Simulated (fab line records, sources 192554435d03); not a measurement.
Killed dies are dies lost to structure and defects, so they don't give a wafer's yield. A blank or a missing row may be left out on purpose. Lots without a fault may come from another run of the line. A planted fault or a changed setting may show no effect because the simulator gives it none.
Chamber matching | flow n5_finfet | N5_BEOL_M7_STRIP_19 on rie_diel-06: 4 sister chambers
The step strips in O2. 16 wafers are shown with their chamber, then 8 later ones without.

WAFERS WITH THEIR CHAMBER
wafer  | chamber | showerhead_plenum_p_Torr (Torr) | drypump_motor_current_A (A) | throttle_valve_pct (%)
L074.1 | 3       | 2.18                            | 5.6                         | 16.87
L074.2 | 0       | 2.14                            | 6.4                         | 16.40
L074.6 | 3       | 2.18                            | 5.6                         | 16.89
L079.1 | 0       | 2.14                            | 6.4                         | 16.43
L079.3 | 3       | 2.18                            | 5.5                         | 16.89
L079.4 | 2       | 1.99                            | 6.7                         | 16.94
L081.4 | 0       | 2.14                            | 6.5                         | 16.44
L081.5 | 3       | 2.18                            | 5.6                         | 16.93
L081.6 | 2       | 1.99                            | 6.7                         | 16.98
L080.3 | 1       | 2.01                            | 5.8                         | 16.50
L080.4 | 3       | 2.17                            | 5.6                         | 16.93
L080.5 | 0       | 2.14                            | 6.5                         | 16.44
L085.1 | 2       | 1.99                            | 6.7                         | 16.99
L085.2 | 1       | 2.01                            | 5.8                         | 16.49
L085.6 | 2       | 1.99                            | 6.7                         | 16.97
L090.1 | 0       | 2.14                            | 6.4                         | 16.46

SIGNATURES (means of the wafers above)
reading                  | chamber 0 | chamber 1 | chamber 2 | chamber 3 | scatter within a chamber
showerhead_plenum_p_Torr | 2.1400    | 2.0100    | 1.9900    | 2.1780    | 0.00258
drypump_motor_current_A  | 6.440     | 5.800     | 6.700     | 5.580     | 0.0408
throttle_valve_pct       | 16.4340   | 16.4950   | 16.9700   | 16.9020   | 0.0228
Rule: a wafer's distance from a chamber is the root of the sum, over the readings, of the square of ((its reading less the chamber's mean) divided by the reading's scatter). The wafer belongs to the nearest chamber; if the next one is less than 2 further off, it can't be placed. The scatter: the root of (the sum of the squares of (reading less its chamber's mean) over the shown wafers, divided by (wafers less chambers)).

WAFERS WITHOUT THEIR CHAMBER
wafer  | showerhead_plenum_p_Torr (Torr) | drypump_motor_current_A (A) | throttle_valve_pct (%)
L090.2 | 2.01                            | 5.8                         | 16.51
L090.4 | 1.99                            | 6.7                         | 16.99
L088.1 | 2.01                            | 5.8                         | 16.52
L088.3 | 2.13                            | 6.4                         | 16.45
L088.5 | 2.17                            | 5.6                         | 16.93
L089.2 | 2.17                            | 5.6                         | 16.94
L089.4 | 2.13                            | 6.5                         | 16.47
L089.5 | 2.17                            | 5.6                         | 16.95

WHICH CHAMBER EACH WENT THROUGH
wafer  | from the rows above | in truth
L090.2 | 1                   | 1
L090.4 | 2                   | 2
L088.1 | 1                   | 1
L088.3 | 0                   | 0
L088.5 | 3                   | 3
L089.2 | 3                   | 3
L089.4 | 0                   | 0
L089.5 | 3                   | 3
Placed correctly: 8 of 8. Can't be placed from these rows: 0. Placed wrongly: 0.
